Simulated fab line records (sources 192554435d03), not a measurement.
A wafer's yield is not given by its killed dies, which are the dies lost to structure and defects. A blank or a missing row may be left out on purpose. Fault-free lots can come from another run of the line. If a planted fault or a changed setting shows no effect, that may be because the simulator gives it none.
fab line records ; flow n5_finfet
record: lots: 14; wafers: 42; last_day: 17
route steps=1938 shown DUMMY_GATE@234 SPACER0@259
lots that met no fault: taken from a fault-free run of the same line
start_h: the number of hours between the record's first day and the start of the first shown wafer of the lot ; wait_h: hours since the lot's step before ; " as in the row above ; L1.1+2: a single row standing in for several wafers ; - no value, or no start given ; * or withheld: withheld ; < > ~ a bound
route shown NAME@n: a module of which the file shows steps, and the number in the route of the first ; usual: mean/standard deviation of fault-free wafers ; same: alike in all rows ; chamber/n: place in a boat ; sites: per-site readings ; _std_site: standard deviation of those values ; _edge_site: mean of outer sites minus mean of inner sites ; radius_mm: for every site, how far away it sits from the centre of the wafer ; mask NAME#n: copy n ; behind: the most recent tool/chamber to have shaped the wafer ; hold: the reason the lot was held/the length of the hold in hours/how it ended ; device: the n, p or np transistor that did not switch ; end of line: the route-end tests of the same wafers ; for a step that has no rows: nothing shown but its recipe ; killed: dies that structure and defects cost at the first sort, which is not the same as the wafer's yield ; map: per-die view of a wafer (x killed, . not killed, _ where there is no die)
set.NAME: the setting as run; set.NAME@STEP: as run at that earlier step ; model.NAME: the simulator's own value behind a step, which no gauge read
the route's steps for a sample of lots (tables are steps, rows are wafers)
services: from which hour (start_h, from the record's first day; less than 0 if before it) a tool's chamber was out of use, for how many hours, and why
== steps ==
step: N5_DUMMY_GATE_DESCUM_20
recipe: chemistry: O2; time_s: 6.2; source_power_w: 50; bias_power_w: 20; pressure_mtorr: 20; rf_frequency_hz: 2.712e+07; temp_c: 40; resist: CAR-EUV; o2_flow_sccm: 225
usual: chamber_pressure_mTorr: 20.000/0.017; drypump_motor_current_A: 5.6/0.54; o2_flow_sccm: 225.0/0.61; oes_product_au: 0.82/0.078; rf_vpp_V: 242.9/1.4; showerhead_plenum_p_Torr: 2.09/0.068; temp_c: 40.01/0.11; throttle_valve_pct: 20.29/0.17
lot.wafer;tool;chamber;start_h;wait_h;chamber_pressure_mTorr;drypump_motor_current_A;o2_flow_sccm;oes_product_au;rf_hours_counter_h;rf_vpp_V;showerhead_plenum_p_Torr;temp_c;throttle_valve_pct
L827.4;rie_diel-01;1;48.08;0.2;20.001;5.8;225.6;0.79;109;242.8;2.02;40.07;20.06
L827.5;rie_diel-01;1;48.08;0.2;20.001;5.8;224.5;0.79;-;243.1;2.02;40.08;20.06
L827.6;rie_diel-01;0;48.08;0.2;19.981;5.8;225.0;0.78;-;243.9;2.20;39.87;20.52
L828.1;rie_diel-02;1;54.66;0.0;20.000;6.0;224.4;0.70;234;242.8;2.06;40.02;20.62
L828.3;rie_diel-02;3;54.66;0.0;20.032;5.5;224.2;0.73;166;243.7;2.18;40.04;20.37
L828.6;rie_diel-02;1;54.66;0.0;20.007;6.0;224.6;0.71;-;242.1;2.06;39.88;20.61
L829.1;rie_diel-01;1;60.38;0.0;20.024;5.8;224.9;0.79;112;241.0;2.02;39.95;20.06
L829.3;rie_diel-01;0;60.38;0.0;20.005;5.7;224.3;0.78;112;243.9;2.19;40.14;20.51
L829.5;rie_diel-01;1;60.38;0.0;19.987;5.8;225.0;0.78;-;241.7;2.02;40.06;20.07
L830.1;rie_diel-01;1;65.97;0.0;20.007;5.8;225.1;0.78;115;241.9;2.02;39.93;20.07
L830.2;rie_diel-01;2;65.97;0.0;19.969;5.0;225.1;0.86;38;241.1;2.06;39.91;20.19
L830.5;rie_diel-01;1;65.97;0.0;20.006;5.8;224.7;0.77;-;242.8;2.02;40.17;20.07
L831.1;rie_diel-06;2;69.59;0.2;20.023;5.7;225.1;0.72;187;243.4;2.08;40.05;20.14
L831.3;rie_diel-06;3;69.59;0.2;19.988;5.9;224.8;0.92;13;242.4;2.06;40.02;20.14
L831.5;rie_diel-06;3;69.59;0.2;19.993;5.9;225.8;0.92;-;242.5;2.06;40.00;20.14
L832.2;rie_diel-01;1;76.08;0.0;19.997;5.8;225.1;0.78;118;242.2;2.02;39.95;20.07
L832.4;rie_diel-01;3;76.08;0.0;19.985;4.7;223.8;0.86;68;241.7;2.04;40.13;20.21
L832.5;rie_diel-01;0;76.08;0.0;19.991;5.7;225.6;0.78;-;244.2;2.19;39.88;20.51
L833.1;rie_diel-01;3;81.45;0.0;19.983;4.7;224.2;0.86;69;243.8;2.04;39.96;20.22
L833.4;rie_diel-01;2;81.45;0.0;20.003;4.9;224.4;0.87;42;241.4;2.06;39.75;20.19
L833.6;rie_diel-01;2;81.45;0.0;19.988;5.0;225.2;0.87;-;242.4;2.06;40.08;20.19
L834.3;rie_diel-01;3;87.61;0.3;19.979;4.7;225.8;0.84;71;242.0;2.04;40.47;20.22
L834.4;rie_diel-01;2;87.61;0.3;19.997;5.0;225.6;0.85;44;242.4;2.05;40.02;20.20
L834.5;rie_diel-01;2;87.61;0.3;19.994;5.0;225.5;0.86;-;242.9;2.05;39.97;20.20
L836.3;rie_diel-06;2;103.18;0.0;19.994;5.7;226.5;0.71;196;242.5;2.08;39.98;20.18
L836.4;rie_diel-06;1;103.18;0.0;19.984;6.6;224.7;0.92;30;247.4;2.22;39.99;20.36
L836.5;rie_diel-06;2;103.18;0.0;20.040;5.6;225.5;0.71;-;243.0;2.08;39.93;20.17
L838.2;rie_diel-01;1;112.92;0.0;19.984;5.8;225.0;0.77;129;241.7;2.01;40.05;20.11
L838.4;rie_diel-01;2;112.92;0.0;19.972;5.0;224.9;0.85;-;243.2;2.05;40.05;20.20
L838.5;rie_diel-01;1;112.92;0.0;20.014;5.8;224.8;0.76;-;242.3;2.01;40.09;20.08
L839.1;rie_diel-06;3;117.79;0.0;19.998;5.9;224.5;0.89;27;241.2;2.05;39.98;20.17
L839.2;rie_diel-06;1;117.79;0.0;20.030;6.6;225.2;0.91;34;244.7;2.21;39.93;20.37
L839.6;rie_diel-06;3;117.79;0.0;20.001;5.9;223.5;0.89;-;242.6;2.05;40.08;20.16
L840.1;rie_diel-01;2;123.83;0.0;19.988;4.9;225.4;0.84;56;243.6;2.05;39.91;20.22
L840.2;rie_diel-01;1;123.83;0.0;20.011;5.7;225.5;0.76;133;242.7;2.01;40.10;20.07
L840.3;rie_diel-01;0;123.83;0.0;19.989;5.8;224.4;0.76;132;244.8;2.19;39.97;20.53
L843.3;rie_diel-01;1;140.60;0.0;20.007;5.8;225.1;0.76;139;241.7;2.01;40.01;20.11
L843.4;rie_diel-01;0;140.60;0.0;20.026;5.7;224.6;0.76;138;244.3;2.18;39.98;20.55
L843.6;rie_diel-01;3;140.60;0.0;20.024;4.6;225.6;0.84;-;242.1;2.04;40.00;20.24
L846.3;rie_diel-06;0;161.67;0.0;19.992;5.8;224.9;0.98;6;240.9;2.07;40.15;20.18
L846.4;rie_diel-06;0;161.67;0.0;19.982;5.8;225.0;0.98;-;243.3;2.07;40.03;20.18
L846.6;rie_diel-06;1;161.67;0.0;19.982;6.6;224.8;0.89;-;243.6;2.21;39.84;20.37
step: N5_DUMMY_GATE_ETCH_37
recipe: chemistry: N2/H2; target: SOC; target_depth_a: 600; overetch_a: 300; temp_c: 40; ion_energy_ev: 200; pressure_mtorr: 30; source_w: 840; bias_w: 150; n2_flow_sccm: 200; h2_flow_sccm: 200
usual: chamber_pressure_mTorr: 30.000/0.029; drypump_motor_current_A: 5.6/0.54; oes_product_au: 0.64/0.06; rf_vpp_V: 523.5/2.5; showerhead_plenum_p_Torr: 2.53/0.084; temp_c: 40.00/0.11; throttle_valve_pct: 17.69/0.2
lot.wafer;tool;chamber;start_h;wait_h;chamber_pressure_mTorr;drypump_motor_current_A;oes_product_au;rf_hours_counter_h;rf_vpp_V;showerhead_plenum_p_Torr;temp_c;throttle_valve_pct
L827.4;rie_diel-01;1;48.22;0.0;29.993;5.8;0.62;109;520.8;2.46;39.78;17.49
L827.5;rie_diel-01;1;48.22;0.0;29.965;5.8;0.62;-;521.3;2.46;39.86;17.48
L827.6;rie_diel-01;0;48.22;0.0;30.002;5.7;0.62;-;526.3;2.67;40.01;18.00
L828.1;rie_diel-02;1;54.81;0.0;30.009;6.0;0.56;234;522.7;2.50;39.85;17.95
L828.3;rie_diel-02;3;54.81;0.0;29.998;5.6;0.58;166;526.1;2.65;39.95;17.89
L828.6;rie_diel-02;1;54.81;0.0;30.023;6.0;0.55;-;523.9;2.50;39.97;17.94
L829.1;rie_diel-01;1;60.52;0.0;30.044;5.8;0.62;113;521.7;2.46;40.05;17.49
L829.3;rie_diel-01;0;60.52;0.0;30.018;5.8;0.62;112;527.1;2.67;39.94;18.01
L829.5;rie_diel-01;1;60.52;0.0;29.971;5.8;0.62;-;521.3;2.46;39.94;17.48
L830.1;rie_diel-01;1;66.12;0.0;30.062;5.8;0.62;115;522.9;2.46;39.98;17.48
L830.2;rie_diel-01;2;66.12;0.0;29.937;4.9;0.68;38;520.9;2.49;39.90;17.57
L830.5;rie_diel-01;1;66.12;0.0;30.051;5.8;0.62;-;521.4;2.46;39.99;17.49
L831.1;rie_diel-06;2;69.73;0.0;30.029;5.7;0.58;187;524.2;2.53;39.84;17.63
L831.3;rie_diel-06;3;69.73;0.0;30.047;5.9;0.73;13;523.8;2.49;40.09;17.48
L831.5;rie_diel-06;3;69.73;0.0;29.948;5.9;0.73;-;523.0;2.49;40.11;17.47
L832.2;rie_diel-01;1;76.22;0.0;30.019;5.8;0.62;118;520.0;2.45;40.20;17.49
L832.4;rie_diel-01;3;76.22;0.0;29.976;4.7;0.67;68;521.6;2.48;40.00;17.58
L832.5;rie_diel-01;0;76.22;0.0;30.007;5.8;0.61;-;526.4;2.67;40.26;18.04
L833.1;rie_diel-01;3;81.60;0.0;30.014;4.7;0.67;69;522.5;2.48;39.91;17.57
L833.4;rie_diel-01;2;81.60;0.0;30.021;4.9;0.67;42;522.1;2.49;39.89;17.58
L833.6;rie_diel-01;2;81.60;0.0;29.943;4.9;0.68;-;523.9;2.49;39.88;17.58
L834.3;rie_diel-01;3;87.75;0.0;30.047;4.7;0.67;71;521.1;2.48;40.00;17.59
L834.4;rie_diel-01;2;87.75;0.0;30.021;5.0;0.67;44;521.8;2.49;39.89;17.59
L834.5;rie_diel-01;2;87.75;0.0;30.003;5.0;0.67;-;521.5;2.49;40.17;17.57
L836.3;rie_diel-06;2;103.32;0.0;30.033;5.7;0.57;196;523.6;2.53;39.88;17.63
L836.4;rie_diel-06;1;103.32;0.0;30.007;6.6;0.72;30;528.6;2.70;39.86;17.75
L836.5;rie_diel-06;2;103.32;0.0;29.954;5.7;0.57;-;523.6;2.53;39.89;17.64
L838.2;rie_diel-01;1;113.06;0.0;30.012;5.8;0.61;129;520.3;2.45;40.02;17.52
L838.4;rie_diel-01;2;113.06;0.0;30.019;4.9;0.66;-;521.4;2.49;39.97;17.60
L838.5;rie_diel-01;1;113.06;0.0;30.045;5.8;0.61;-;521.4;2.45;40.12;17.51
L839.1;rie_diel-06;3;117.94;0.0;29.974;5.9;0.71;27;522.6;2.48;39.95;17.49
L839.2;rie_diel-06;1;117.94;0.0;29.982;6.7;0.71;34;529.2;2.69;39.95;17.77
L839.6;rie_diel-06;3;117.94;0.0;30.002;5.9;0.70;-;522.1;2.48;40.08;17.49
L840.1;rie_diel-01;2;123.97;0.0;30.036;4.9;0.66;56;520.6;2.48;39.89;17.60
L840.2;rie_diel-01;1;123.97;0.0;30.037;5.8;0.60;133;522.7;2.45;40.10;17.53
L840.3;rie_diel-01;0;123.97;0.0;29.984;5.8;0.60;132;527.5;2.66;40.11;18.07
L843.3;rie_diel-01;1;140.74;0.0;29.986;5.8;0.61;139;520.8;2.45;40.04;17.54
L843.4;rie_diel-01;0;140.74;0.0;29.972;5.7;0.60;138;526.5;2.66;40.09;18.06
L843.6;rie_diel-01;3;140.74;0.0;30.000;4.7;0.65;-;522.5;2.47;40.08;17.59
L846.3;rie_diel-06;0;161.81;0.0;30.005;5.8;0.77;6;523.8;2.49;39.96;17.41
L846.4;rie_diel-06;0;161.81;0.0;29.948;5.8;0.77;-;522.1;2.49;40.04;17.39
L846.6;rie_diel-06;1;161.81;0.0;29.954;6.6;0.71;-;527.2;2.69;39.96;17.78
step: N5_DUMMY_GATE_ETCH_23
recipe: chemistry: HBr/Cl2/O2; HBr_flow_sccm: 150; Cl2_flow_sccm: 80; O2_flow_sccm: 12; bias_w: 102; target_depth_a: 410; time_s: 22.3; target: poly-Si; mask_material: SiO2; pressure_mtorr: 10; icp_w: 800
usual: chamber_pressure_mTorr: 10.000/0.0089; drypump_motor_current_A: 5.7/0.5; mfc_cl2_sccm: 80.03/0.24; oes_product_au: 0.994/0.012; throttle_valve_pct: 37.27/0.24
lot.wafer;tool;chamber;start_h;wait_h;chamber_pressure_mTorr;drypump_motor_current_A;mfc_cl2_sccm;oes_product_au;rf_hours_counter_h;throttle_valve_pct
L827.4;rie_si-04;2;48.78;0.0;9.994;6.1;80.06;0.997;191;37.46
L827.5;rie_si-04;0;48.78;0.0;10.007;5.5;80.12;0.990;-;36.99
L827.6;rie_si-04;3;48.78;0.0;10.000;6.2;80.08;0.984;-;36.85
L828.1;rie_si-03;2;55.36;0.0;9.999;5.8;80.59;1.009;34;37.67
L828.3;rie_si-03;1;55.36;0.0;10.003;5.4;79.97;0.987;3;37.34
L828.6;rie_si-03;2;55.36;0.0;9.997;5.8;80.43;1.004;-;37.68
L829.1;rie_si-05;3;61.08;0.0;9.997;6.1;80.28;1.022;123;37.53
L829.3;rie_si-05;1;61.08;0.0;10.008;6.3;79.64;0.990;137;37.43
L829.5;rie_si-05;0;61.08;0.0;10.001;6.0;79.93;0.991;-;37.42
L830.1;rie_si-03;3;66.67;0.0;9.990;5.9;80.28;1.009;157;37.05
L830.2;rie_si-03;0;66.67;0.0;9.993;4.9;79.89;1.003;79;37.16
L830.5;rie_si-03;2;66.67;0.0;9.995;5.8;79.91;1.013;-;37.65
L831.1;rie_si-05;2;70.31;0.0;9.999;6.0;79.59;0.990;193;37.34
L831.3;rie_si-05;3;70.31;0.0;9.987;6.1;79.64;1.012;123;37.52
L831.5;rie_si-05;1;70.31;0.0;10.015;6.3;80.19;0.982;-;37.44
L832.2;rie_si-04;3;76.79;0.0;9.997;6.1;79.86;0.976;6;36.84
L832.4;rie_si-04;1;76.79;0.0;9.999;4.8;80.03;0.981;111;37.40
L832.5;rie_si-04;2;76.79;0.0;10.005;6.0;79.67;0.994;-;37.46
L833.1;rie_si-03;0;82.42;0.0;10.014;4.9;80.13;1.010;79;37.17
L833.4;rie_si-03;2;82.42;0.0;9.997;5.8;79.65;0.998;35;37.68
L833.6;rie_si-03;1;82.42;0.0;10.010;5.4;79.85;0.982;-;37.36
L834.3;rie_si-04;2;88.42;0.0;9.993;6.0;79.79;0.994;192;37.46
L834.4;rie_si-04;1;88.42;0.0;10.004;4.8;80.40;0.988;112;37.37
L834.5;rie_si-04;0;88.42;0.0;10.006;5.5;80.05;1.000;-;37.00
L836.3;rie_si-03;2;103.88;0.0;10.009;5.8;79.74;0.994;35;37.68
L836.4;rie_si-03;3;103.88;0.0;9.998;5.9;79.74;0.997;157;37.05
L836.5;rie_si-03;0;103.88;0.0;10.000;4.9;80.24;0.995;-;37.19
L838.2;rie_si-04;2;113.62;0.0;10.008;6.1;79.62;1.002;193;37.45
L838.4;rie_si-04;1;113.62;0.0;10.021;4.8;80.25;0.981;112;37.40
L838.5;rie_si-04;1;113.62;0.0;10.000;4.8;80.06;0.982;-;37.37
L839.1;rie_si-03;2;118.49;0.0;9.997;5.8;79.71;0.996;36;37.70
L839.2;rie_si-03;3;118.49;0.0;10.013;5.8;80.77;1.013;158;37.04
L839.6;rie_si-03;3;118.49;0.0;10.008;5.8;80.34;1.012;-;37.04
L840.1;rie_si-04;1;124.56;0.0;10.009;4.8;79.97;0.984;112;37.38
L840.2;rie_si-04;2;124.56;0.0;9.998;6.0;80.34;1.009;193;37.45
L840.3;rie_si-04;0;124.56;0.0;10.002;5.5;79.90;0.997;6;37.01
L843.3;rie_si-04;1;141.48;0.0;9.999;4.8;80.47;0.979;113;37.38
L843.4;rie_si-04;0;141.48;0.0;10.005;5.5;80.01;0.994;6;36.99
L843.6;rie_si-04;2;141.48;0.0;9.984;6.1;79.96;1.004;-;37.44
L846.3;rie_si-05;1;162.37;0.0;10.012;6.3;80.55;0.996;139;37.42
L846.4;rie_si-05;0;162.37;0.0;10.000;6.1;80.13;1.005;-;37.41
L846.6;rie_si-05;3;162.37;0.0;9.991;6.1;80.33;1.027;-;37.52
step: N5_SPACER0_ALD_00
recipe: material: SiOCN; target_thk_a: 35; temp_c: 400; ald_precursor_family: alkyl-aminosilane; ald_co_reactant: O2/N2-plasma; pulse_time_s: 3; purge_time_s: 2; co_reactant_purge_time_s: 2; ald_cycles: 58; pressure_torr: 2
usual: heater_power_w: 822/74; precursor_pulse_height_rel: 0.999/0.02; susceptor_temp_C: 400.06/0.22
same: pulse_time_s: 3
lot.wafer;tool;chamber;start_h;wait_h;heater_power_w;precursor_pulse_height_rel;susceptor_temp_C
L827.4;ald_sin-04;2;49.89;0.1;757;1.005;400.00
L827.5;ald_sin-04;2;49.89;0.1;783;0.973;400.12
L827.6;ald_sin-04;3;49.89;0.1;801;1.007;400.25
L828.1;ald_sin-03;0;56.01;0.1;802;0.986;400.27
L828.3;ald_sin-03;1;56.01;0.1;965;1.014;400.16
L828.6;ald_sin-03;3;56.01;0.1;920;1.013;400.02
L829.1;ald_sin-02;2;61.72;0.1;837;0.987;400.09
L829.3;ald_sin-02;0;61.72;0.1;901;0.998;399.66
L829.5;ald_sin-02;2;61.72;0.1;837;0.989;399.72
L830.1;ald_sin-02;3;67.62;0.1;882;0.998;399.90
L830.2;ald_sin-02;1;67.62;0.1;809;1.000;399.80
L830.5;ald_sin-02;1;67.62;0.1;784;1.015;399.85
L831.1;ald_sin-03;3;72.08;0.1;932;0.977;400.01
L831.3;ald_sin-03;1;72.08;0.1;950;1.018;399.88
L831.5;ald_sin-03;2;72.08;0.1;805;0.982;399.94
L832.2;ald_sin-02;1;77.46;0.1;821;0.950;400.49
L832.4;ald_sin-02;3;77.46;0.1;869;1.026;399.99
L832.5;ald_sin-02;1;77.46;0.1;813;0.971;400.41
L833.1;ald_sin-03;0;83.17;0.1;807;0.992;400.03
L833.4;ald_sin-03;2;83.17;0.1;793;0.981;399.69
L833.6;ald_sin-03;3;83.17;0.1;940;0.977;400.51
L834.3;ald_sin-04;0;91.34;0.1;687;0.997;400.06
L834.4;ald_sin-04;1;91.34;0.1;824;0.997;400.04
L834.5;ald_sin-04;3;91.34;0.1;822;1.010;399.98
L836.3;ald_sin-04;2;104.52;0.1;768;1.007;400.04
L836.4;ald_sin-04;3;104.52;0.1;844;1.001;400.02
L836.5;ald_sin-04;1;104.52;0.1;822;1.053;400.11
L838.2;ald_sin-04;0;114.42;0.1;673;1.000;399.91
L838.4;ald_sin-04;3;114.42;0.1;833;1.042;400.08
L838.5;ald_sin-04;0;114.42;0.1;692;0.965;399.90
L838.2;ald_sin-04;0;115.28;0.7;709;1.020;399.76
L838.4;ald_sin-04;3;115.28;0.7;864;0.976;400.32
L838.5;ald_sin-04;0;115.28;0.7;679;0.989;400.00
L839.1;ald_sin-03;0;119.13;0.1;808;1.005;400.19
L839.2;ald_sin-03;1;119.13;0.1;919;0.976;400.07
L839.6;ald_sin-03;2;119.13;0.1;788;1.018;399.62
L839.1;ald_sin-03;0;119.91;0.6;799;1.031;400.39
L839.2;ald_sin-03;1;119.91;0.6;894;0.995;399.51
L839.6;ald_sin-03;2;119.91;0.6;783;1.020;400.01
L840.1;ald_sin-03;3;125.28;0.1;910;1.004;399.55
L840.2;ald_sin-03;0;125.28;0.1;808;0.983;400.19
L840.3;ald_sin-03;2;125.28;0.1;777;1.014;400.17
L843.3;ald_sin-04;1;142.12;0.1;804;0.989;400.36
L843.4;ald_sin-04;0;142.12;0.1;672;1.023;400.24
L843.6;ald_sin-04;2;142.12;0.1;777;1.053;400.14
L846.3;ald_sin-03;3;163.01;0.1;927;0.993;400.04
L846.4;ald_sin-03;1;163.01;0.1;923;0.997;400.32
L846.6;ald_sin-03;3;163.01;0.1;943;1.027;400.42
== services ==
tool;chamber;start_h;hours;kind
rie_diel-01;-;40.32;0.4;repair
ald_sin-02;1;41.32;14.1;repair
ald_sin-03;-;62.26;1.1;repair
ald_sin-03;-;85.25;14.0;pm
ald_sin-03;0;85.25;14.0;vent_cycle
ald_sin-03;1;85.25;14.0;vent_cycle
ald_sin-03;2;85.25;14.0;vent_cycle
ald_sin-03;3;85.25;14.0;vent_cycle
rie_diel-01;3;89.53;8.7;repair
ald_sin-03;0;99.25;-;clean
ald_sin-03;1;99.25;-;clean
ald_sin-03;2;99.25;-;clean
rie_diel-01;3;103.31;18.9;repair
rie_diel-02;2;105.26;7.6;repair
rie_diel-06;0;115.84;5.3;repair
rie_diel-06;0;121.19;-;clean
rie_diel-06;0;121.19;-;consumable_replace:focus_ring
rie_diel-06;0;121.19;21.9;scheduled_down
rie_diel-06;0;121.19;21.9;vent_cycle
rie_diel-06;1;128.14;16.7;repair
rie_diel-02;2;132.32;6.3;repair
rie_diel-06;2;142.69;23.3;repair
rie_si-04;1;143.87;14.4;repair
rie_si-03;2;145.46;1.2;repair
== key ==
first_sign: step: N5_SPACER0_ALD_00; reading: visit; direction: added
effect none on later readings
met_at N5_SPACER0_ALD_00
struck_lots L838,L839
sort_left_out L838.2,L838.4,L838.5,L839.1,L839.2,L839.6
tester_left_out L838,L839
loop_trim: step: N5_BEOL_M4_EXPOSE_08; setting: dose; lots: L838
loop_trim: step: N5_BEOL_M4_EXPOSE_25; setting: dose; lots: L838
not_acting_at N5_DUMMY_GATE_DESCUM_20,N5_DUMMY_GATE_ETCH_37,N5_DUMMY_GATE_ETCH_23
fault: kind: repeated_step_whole; tool: ald_sin-02,ald_sin-03,ald_sin-04; chamber: -; onset_h: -; steps: N5_SPACER0_ALD_00; times: 1; scope: struck_lots_only
tester_left_out: of these lots the tester's yield and bins aren't shown, on N5 and GAA mostly nor the transistor test; their killed dies are dies lost to structure and defects alone, not to doping, threshold or leakage, so they don't give the yield
sort_left_out: the simulated sort isn't trusted on such a fault, so these wafers' sort isn't shown, and their yield isn't known
loop_trim: a control loop set the setting to another value than it would have without faults
